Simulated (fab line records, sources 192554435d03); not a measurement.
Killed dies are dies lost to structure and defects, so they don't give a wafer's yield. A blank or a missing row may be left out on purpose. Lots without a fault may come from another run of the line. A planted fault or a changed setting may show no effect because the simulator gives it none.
Chamber matching | flow n5_finfet | N5_BEOL_M7_DEP_56 on pecvd-02: 3 sister chambers
The step deposits SiCN from 3MS/NH3, target thk 10 nm, time 17.5 s. 18 wafers are shown with their chamber, then 9 later ones without.

WAFERS WITH THEIR CHAMBER
wafer  | chamber | showerhead_plenum_p_Torr (Torr) | throttle_valve_pct (%)
L074.1 | 1       | 3.670                           | 8.7
L074.5 | 0       | 3.688                           | 8.8
L074.6 | 2       | 3.666                           | 8.3
L075.1 | 0       | 3.692                           | 9.1
L075.2 | 2       | 3.660                           | 8.4
L075.4 | 1       | 3.665                           | 8.7
L077.1 | 1       | 3.653                           | 9.0
L077.2 | 0       | 3.686                           | 9.1
L077.6 | 1       | 3.662                           | 8.5
L078.1 | 0       | 3.691                           | 9.3
L078.4 | 1       | 3.657                           | 8.8
L078.6 | 0       | 3.692                           | 9.1
L084.1 | 0       | 3.698                           | 9.2
L084.2 | 1       | 3.659                           | 8.9
L084.4 | 2       | 3.668                           | 8.4
L086.1 | 1       | 3.660                           | 8.7
L086.3 | 2       | 3.660                           | 8.4
L086.4 | 1       | 3.657                           | 8.5

SIGNATURES (means of the wafers above)
reading                  | chamber 0 | chamber 1 | chamber 2 | scatter within a chamber
showerhead_plenum_p_Torr | 3.69117   | 3.66038   | 3.66350   | 0.0047
throttle_valve_pct       | 9.100     | 8.725     | 8.375     | 0.155
Rule: a wafer's distance from a chamber is the root of the sum, over the readings, of the square of ((its reading less the chamber's mean) divided by the reading's scatter). The wafer belongs to the nearest chamber; if the next one is less than 2 further off, it can't be placed. The scatter: the root of (the sum of the squares of (reading less its chamber's mean) over the shown wafers, divided by (wafers less chambers)).

WAFERS WITHOUT THEIR CHAMBER
wafer  | showerhead_plenum_p_Torr (Torr) | throttle_valve_pct (%)
L090.1 | 3.662                           | 8.2
L090.2 | 3.667                           | 8.7
L090.5 | 3.675                           | 9.0
L092.1 | 3.662                           | 8.8
L092.3 | 3.677                           | 9.0
L092.6 | 3.681                           | 9.4
L097.3 | 3.687                           | 9.2
L097.4 | 3.657                           | 8.5
L097.6 | 3.658                           | 8.4

WHICH CHAMBER EACH WENT THROUGH
wafer  | from the rows above          | in truth
L090.1 | 2                            | 2
L090.2 | can't be placed: 1 or 2      | 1
L090.5 | can't be placed: 0 or 1 or 2 | 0
L092.1 | 1                            | 1
L092.3 | can't be placed: 0 or 1 or 2 | 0
L092.6 | 0                            | 0
L097.3 | 0                            | 0
L097.4 | can't be placed: 2 or 1      | 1
L097.6 | can't be placed: 2 or 1      | 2
Placed correctly: 4 of 9. Can't be placed from these rows: 5 (the true chamber is among the candidates in 5). Placed wrongly: 0.
